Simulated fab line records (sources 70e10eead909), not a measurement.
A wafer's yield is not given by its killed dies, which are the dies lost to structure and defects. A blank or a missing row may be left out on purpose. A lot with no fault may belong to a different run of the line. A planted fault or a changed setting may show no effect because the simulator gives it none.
Which tool is to blame? / flow nand harc / Sampling: 15 lots, 43 wafers, 4 of 1302 route steps

== WHAT EACH GAUGE READ, for each wafer ==
The record lacks any reading of a measuring or inspecting step that a usual standard deviation could be used to judge.

== WHICH TOOL RAN EACH LOT (tool, then ch and the chambers of the sampled wafers, then the start) ==
lot=L152; NHARC_A_STAIRCASE_DEP_471=pecvd-01 ch 0,1,2, day 19 01:39; NHARC_A_SGD_CUT_DEP_00=pecvd-03 ch 0,1,2, day 19 02:19; NHARC_A_SGD_CUT_DESCUM_14=rie diel-13 ch 0,2,3, day 19 03:13; NHARC_A_SGD_CUT_ETCH_16=rie diel-13 ch 0,2,3, day 19 03:49
lot=L154; NHARC_A_STAIRCASE_DEP_471=pecvd-04 ch 0,1,2, day 19 06:13; NHARC_A_SGD_CUT_DEP_00=pecvd-03 ch 0,1,2, day 19 06:53; NHARC_A_SGD_CUT_DESCUM_14=rie diel-13 ch 0,2, day 19 07:45; NHARC_A_SGD_CUT_ETCH_16=rie diel-13 ch 0,2, day 19 08:38
lot=L153; NHARC_A_STAIRCASE_DEP_471=pecvd-01 ch 1,2, day 19 06:23; NHARC_A_SGD_CUT_DEP_00=pecvd-02 ch 0,2, day 19 07:04; NHARC_A_SGD_CUT_DESCUM_14=rie diel-10 ch 0,1, day 19 07:55; NHARC_A_SGD_CUT_ETCH_16=rie diel-10 ch 1,2, day 19 08:31
lot=L157; NHARC_A_STAIRCASE_DEP_471=pecvd-04 ch 0,2, day 21 02:09; NHARC_A_SGD_CUT_DEP_00=pecvd-02 ch 0,1,2, day 21 02:49; NHARC_A_SGD_CUT_DESCUM_14=rie diel-05 ch 0,1,2, day 21 03:37; NHARC_A_SGD_CUT_ETCH_16=rie diel-05 ch 1,2,3, day 21 04:10
lot=L158; NHARC_A_STAIRCASE_DEP_471=pecvd-04 ch 0,1, day 21 06:05; NHARC_A_SGD_CUT_DEP_00=pecvd-04 ch 1,2, day 21 06:45; NHARC_A_SGD_CUT_DESCUM_14=rie diel-13 ch 1,2, day 21 07:40; NHARC_A_SGD_CUT_ETCH_16=rie diel-13 ch 0,1,2, day 21 08:16
lot=L159; NHARC_A_STAIRCASE_DEP_471=pecvd-04 ch 0,2, day 21 21:50; NHARC_A_SGD_CUT_DEP_00=pecvd-03 ch 0,2, day 21 22:36; NHARC_A_SGD_CUT_DESCUM_14=rie diel-05 ch 0,2, day 21 23:36; NHARC_A_SGD_CUT_ETCH_16=rie diel-05 ch 1,2,3, day 22 00:10
lot=L160; NHARC_A_STAIRCASE_DEP_471=pecvd-04 ch 0,1, day 22 22:16; NHARC_A_SGD_CUT_DEP_00=pecvd-02 ch 0,1,2, day 22 22:56; NHARC_A_SGD_CUT_DESCUM_14=rie diel-05 ch 0,1,2, day 22 23:50; NHARC_A_SGD_CUT_ETCH_16=rie diel-05 ch 0,1, day 23 00:46
lot=L161; NHARC_A_STAIRCASE_DEP_471=pecvd-04 ch 1,2, day 22 22:35; NHARC_A_SGD_CUT_DEP_00=pecvd-02 ch 0,2, day 22 23:17; NHARC_A_SGD_CUT_DESCUM_14=rie diel-05 ch 0,1,2, day 23 00:01; NHARC_A_SGD_CUT_ETCH_16=rie diel-05 ch 0,1,2, day 23 00:59
lot=L163; NHARC_A_STAIRCASE_DEP_471=pecvd-02 ch 1,2, day 24 03:08; NHARC_A_SGD_CUT_DEP_00=pecvd-04 ch 0,1, day 24 03:56; NHARC_A_SGD_CUT_DESCUM_14=rie diel-05 ch 2,3, day 24 04:50; NHARC_A_SGD_CUT_ETCH_16=rie diel-05 ch 3, day 24 05:24
lot=L162; NHARC_A_STAIRCASE_DEP_471=pecvd-04 ch 0,1,2, day 24 04:36; NHARC_A_SGD_CUT_DEP_00=pecvd-04 ch 0,2, day 24 05:19; NHARC_A_SGD_CUT_DESCUM_14=rie diel-13 ch 0,1,2, day 24 06:11; NHARC_A_SGD_CUT_ETCH_16=rie diel-13 ch 0,3, day 24 06:46
lot=L165; NHARC_A_STAIRCASE_DEP_471=pecvd-04 ch 1,2, day 24 19:44; NHARC_A_SGD_CUT_DEP_00=pecvd-02 ch 0,1, day 24 20:29; NHARC_A_SGD_CUT_DESCUM_14=rie diel-05 ch 2,3, day 24 21:20; NHARC_A_SGD_CUT_ETCH_16=rie diel-05 ch 0,2, day 24 21:55
lot=L168; NHARC_A_STAIRCASE_DEP_471=pecvd-01 ch 0,1,2, day 26 01:29; NHARC_A_SGD_CUT_DEP_00=pecvd-04 ch 0,1,2, day 26 02:11; NHARC_A_SGD_CUT_DESCUM_14=rie diel-13 ch 2,3, day 26 03:04; NHARC_A_SGD_CUT_ETCH_16=rie diel-13 ch 1,3, day 26 03:38
lot=L173; NHARC_A_STAIRCASE_DEP_471=pecvd-01 ch 0,1,2, day 27 21:41; NHARC_A_SGD_CUT_DEP_00=pecvd-03 ch 1,2, day 27 22:21; NHARC_A_SGD_CUT_DESCUM_14=rie diel-05 ch 1,2, day 27 23:08; NHARC_A_SGD_CUT_ETCH_16=rie diel-05 ch 1,3, day 27 23:43
lot=L172; NHARC_A_STAIRCASE_DEP_471=pecvd-04 ch 0,2, day 27 21:53; NHARC_A_SGD_CUT_DEP_00=pecvd-02 ch 1,2, day 27 22:37; NHARC_A_SGD_CUT_DESCUM_14=rie diel-13 ch 1,2,3, day 27 23:34; NHARC_A_SGD_CUT_ETCH_16=rie diel-13 ch 1,2, day 28 00:09
lot=L174; NHARC_A_STAIRCASE_DEP_471=pecvd-04 ch 0,1, day 28 08:38; NHARC_A_SGD_CUT_DEP_00=pecvd-04 ch 0,1, day 28 09:24; NHARC_A_SGD_CUT_DESCUM_14=rie diel-05 ch 0,2,3, day 28 10:22; NHARC_A_SGD_CUT_ETCH_16=rie diel-05 ch 0,2,3, day 28 10:57
- NHARC_A_STAIRCASE_DEP_471: deposits SiO2, target thk 100 nm.
- NHARC_A_SGD_CUT_DEP_00: deposits SiNx, target thk 50 nm.
- NHARC_A_SGD_CUT_DESCUM_14: chemistry O2, time 3 s.
- NHARC_A_SGD_CUT_ETCH_16: etches the open film in C4F8/O2/Ar, target depth 310.5 nm, time 155.2 s.

== WHAT THE TOOLS THEMSELVES READ (means of the sampled wafers that have a number; where no wafer has one, the mark that the record gives instead) ==
NHARC_A_STAIRCASE_DEP_471.
lot=L152; tool=pecvd-01; heater power w (W)=609; throttle valve pct (%)=16.1
lot=L154; tool=pecvd-04; heater power w (W)=518; throttle valve pct (%)=16.8
lot=L153; tool=pecvd-01; heater power w (W)=588; throttle valve pct (%)=16.2
lot=L157; tool=pecvd-04; heater power w (W)=501; throttle valve pct (%)=15.9
lot=L158; tool=pecvd-04; heater power w (W)=504; throttle valve pct (%)=17.3
lot=L159; tool=pecvd-04; heater power w (W)=527; throttle valve pct (%)=15.7
lot=L160; tool=pecvd-04; heater power w (W)=521; throttle valve pct (%)=17.6
lot=L161; tool=pecvd-04; heater power w (W)=464; throttle valve pct (%)=16.0
lot=L163; tool=pecvd-02; heater power w (W)=484; throttle valve pct (%)=15.8
lot=L162; tool=pecvd-04; heater power w (W)=445; throttle valve pct (%)=16.7
lot=L165; tool=pecvd-04; heater power w (W)=469; throttle valve pct (%)=16.6
lot=L168; tool=pecvd-01; heater power w (W)=581; throttle valve pct (%)=16.1
lot=L173; tool=pecvd-01; heater power w (W)=617; throttle valve pct (%)=16.1
lot=L172; tool=pecvd-04; heater power w (W)=541; throttle valve pct (%)=15.9
lot=L174; tool=pecvd-04; heater power w (W)=493; throttle valve pct (%)=17.0

NHARC_A_SGD_CUT_DEP_00.
lot=L152; tool=pecvd-03; heater power w (W)=656
lot=L154; tool=pecvd-03; heater power w (W)=645
lot=L153; tool=pecvd-02; heater power w (W)=647
lot=L157; tool=pecvd-02; heater power w (W)=649
lot=L158; tool=pecvd-04; heater power w (W)=592
lot=L159; tool=pecvd-03; heater power w (W)=595
lot=L160; tool=pecvd-02; heater power w (W)=623
lot=L161; tool=pecvd-02; heater power w (W)=608
lot=L163; tool=pecvd-04; heater power w (W)=680
lot=L162; tool=pecvd-04; heater power w (W)=650
lot=L165; tool=pecvd-02; heater power w (W)=545
lot=L168; tool=pecvd-04; heater power w (W)=619
lot=L173; tool=pecvd-03; heater power w (W)=714
lot=L172; tool=pecvd-02; heater power w (W)=638
lot=L174; tool=pecvd-04; heater power w (W)=708

NHARC_A_SGD_CUT_DESCUM_14.
lot=L152; tool=rie diel-13; drypump motor current A (A)=6.1; oes product au (a.u.)=0.998; rf vpp V (V)=56.7; showerhead plenum p Torr (Torr)=1.88; throttle valve pct (%)=11.311
lot=L154; tool=rie diel-13; drypump motor current A (A)=5.8; oes product au (a.u.)=1.004; rf vpp V (V)=57.5; showerhead plenum p Torr (Torr)=1.85; throttle valve pct (%)=11.316
lot=L153; tool=rie diel-10; drypump motor current A (A)=5.6; oes product au (a.u.)=1.013; rf vpp V (V)=58.5; showerhead plenum p Torr (Torr)=1.92; throttle valve pct (%)=11.306
lot=L157; tool=rie diel-05; drypump motor current A (A)=5.6; oes product au (a.u.)=1.008; rf vpp V (V)=57.6; showerhead plenum p Torr (Torr)=1.86; throttle valve pct (%)=11.314
lot=L158; tool=rie diel-13; drypump motor current A (A)=5.2; oes product au (a.u.)=1.003; rf vpp V (V)=57.2; showerhead plenum p Torr (Torr)=1.97; throttle valve pct (%)=11.310
lot=L159; tool=rie diel-05; drypump motor current A (A)=5.1; oes product au (a.u.)=1.009; rf vpp V (V)=57.5; showerhead plenum p Torr (Torr)=1.90; throttle valve pct (%)=11.321
lot=L160; tool=rie diel-05; drypump motor current A (A)=5.6; oes product au (a.u.)=1.014; rf vpp V (V)=57.7; showerhead plenum p Torr (Torr)=1.86; throttle valve pct (%)=11.303
lot=L161; tool=rie diel-05; drypump motor current A (A)=5.5; oes product au (a.u.)=1.011; rf vpp V (V)=58.0; showerhead plenum p Torr (Torr)=1.86; throttle valve pct (%)=11.312
lot=L163; tool=rie diel-05; drypump motor current A (A)=5.5; oes product au (a.u.)=1.003; rf vpp V (V)=57.3; showerhead plenum p Torr (Torr)=1.88; throttle valve pct (%)=11.309
lot=L162; tool=rie diel-13; drypump motor current A (A)=5.7; oes product au (a.u.)=0.999; rf vpp V (V)=57.8; showerhead plenum p Torr (Torr)=1.91; throttle valve pct (%)=11.317
lot=L165; tool=rie diel-05; drypump motor current A (A)=5.4; oes product au (a.u.)=1.004; rf vpp V (V)=58.1; showerhead plenum p Torr (Torr)=1.88; throttle valve pct (%)=11.310
lot=L168; tool=rie diel-13; drypump motor current A (A)=6.0; oes product au (a.u.)=0.992; rf vpp V (V)=58.6; showerhead plenum p Torr (Torr)=1.92; throttle valve pct (%)=11.315
lot=L173; tool=rie diel-05; drypump motor current A (A)=5.6; oes product au (a.u.)=1.013; rf vpp V (V)=57.9; showerhead plenum p Torr (Torr)=1.83; throttle valve pct (%)=11.308
lot=L172; tool=rie diel-13; drypump motor current A (A)=5.5; oes product au (a.u.)=0.998; rf vpp V (V)=58.8; showerhead plenum p Torr (Torr)=1.95; throttle valve pct (%)=11.318
lot=L174; tool=rie diel-05; drypump motor current A (A)=5.3; oes product au (a.u.)=0.985; rf vpp V (V)=58.0; showerhead plenum p Torr (Torr)=1.90; throttle valve pct (%)=11.326

NHARC_A_SGD_CUT_ETCH_16.
lot=L152; tool=rie diel-13; oes product au (a.u.)=0.967; rf vpp V (V)=722
lot=L154; tool=rie diel-13; oes product au (a.u.)=0.989; rf vpp V (V)=721
lot=L153; tool=rie diel-10; oes product au (a.u.)=0.980; rf vpp V (V)=723
lot=L157; tool=rie diel-05; oes product au (a.u.)=0.987; rf vpp V (V)=721
lot=L158; tool=rie diel-13; oes product au (a.u.)=0.976; rf vpp V (V)=722
lot=L159; tool=rie diel-05; oes product au (a.u.)=0.992; rf vpp V (V)=720
lot=L160; tool=rie diel-05; oes product au (a.u.)=0.984; rf vpp V (V)=718
lot=L161; tool=rie diel-05; oes product au (a.u.)=1.005; rf vpp V (V)=720
lot=L163; tool=rie diel-05; oes product au (a.u.)=1.013; rf vpp V (V)=724
lot=L162; tool=rie diel-13; oes product au (a.u.)=0.977; rf vpp V (V)=723
lot=L165; tool=rie diel-05; oes product au (a.u.)=1.012; rf vpp V (V)=722
lot=L168; tool=rie diel-13; oes product au (a.u.)=0.933; rf vpp V (V)=728
lot=L173; tool=rie diel-05; oes product au (a.u.)=0.971; rf vpp V (V)=719
lot=L172; tool=rie diel-13; oes product au (a.u.)=0.984; rf vpp V (V)=726
lot=L174; tool=rie diel-05; oes product au (a.u.)=0.967; rf vpp V (V)=722

== THE ANSWER, worked out from the rows above alone ==
Rule: what is usual is taken from the lots themselves. Put in order of their means at a reading, lots are off if they are a third of the lots or fewer, leave a main group of 4 or more, and stand apart from it by a gap of 3 or more times the standard deviation of the main group's means; of several such gaps the widest counts. A main group is skipped when, at the precision printed for the reading in the tables above, its means are all equal. Also off: a lot with no number at a reading for which 4 or more lots have one. Where the step has rows for the other lots, those lots are counted as sound. After the gauges, taken in route order, come the tools' own readings; for these a lot's mean is taken, as printed above. At the first step where some lot is off, the reading lying furthest off is the one used; lots without a number count as furthest.
No lot is off at any reading shown: from this, nothing can be told.

== WHAT WAS PUT IN BY THE SIMULATOR ==
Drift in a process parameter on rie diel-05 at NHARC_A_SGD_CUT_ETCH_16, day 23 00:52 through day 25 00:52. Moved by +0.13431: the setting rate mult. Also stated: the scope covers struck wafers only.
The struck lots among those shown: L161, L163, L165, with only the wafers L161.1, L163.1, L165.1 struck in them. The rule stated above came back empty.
